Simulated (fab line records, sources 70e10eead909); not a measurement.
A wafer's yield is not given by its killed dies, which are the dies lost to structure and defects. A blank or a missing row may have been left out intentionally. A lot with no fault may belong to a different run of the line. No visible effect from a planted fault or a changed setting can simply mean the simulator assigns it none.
Matching of chambers | flow nand_harc | pecvd-03 running NHARC_A_CONTACT_DEP_85: 3 sister chambers
The step deposits SiON, target thk 50 nm. 3 wafers are shown with their chamber, then 8 later ones without.

== WAFERS PAIRED WITH THEIR CHAMBERS ==
wafer  | chamber | showerhead_vpp_V (V)
L081.3 | 0       | 1073
L088.6 | 2       | 1135
L087.1 | 1       | 1157

== WAFERS WITHOUT THEIR CHAMBER ==
wafer  | showerhead_vpp_V (V)
L087.3 | 1138
L087.5 | 1100
L092.2 | 1152
L092.4 | 1126
L092.5 | 1087
L095.1 | 1056
L095.2 | 1139
L095.4 | 1153

== EACH ONE'S CHAMBER ==
wafer  | from the rows above     | in truth
L087.3 | can't be placed: 2 or 1 | 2
L087.5 | can't be placed: 0 or 2 | 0
L092.2 | can't be placed: 1 or 2 | 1
L092.4 | can't be placed: 2 or 1 | 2
L092.5 | 0                       | 0
L095.1 | 0                       | 0
L095.2 | can't be placed: 2 or 1 | 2
L095.4 | can't be placed: 1 or 2 | 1
Correct placement for 2 of the 8. Not placeable from these rows: 6 (in 6, the candidates include the true chamber). Placed wrongly: 0.
How it was worked out, from the rows above alone: a wafer's distance from a chamber is the root of the sum, over the readings, of the square of ((its reading less the chamber's mean) divided by the reading's scatter). If the next closest chamber is less than 2 further off than the closest, the wafer can't be placed; otherwise it belongs to the closest. The mean given for a chamber averages the wafers shown for that chamber. The scatter: root of mean squared gap, hidden wafer to nearest shown wafer, with one shown wafer a chamber.
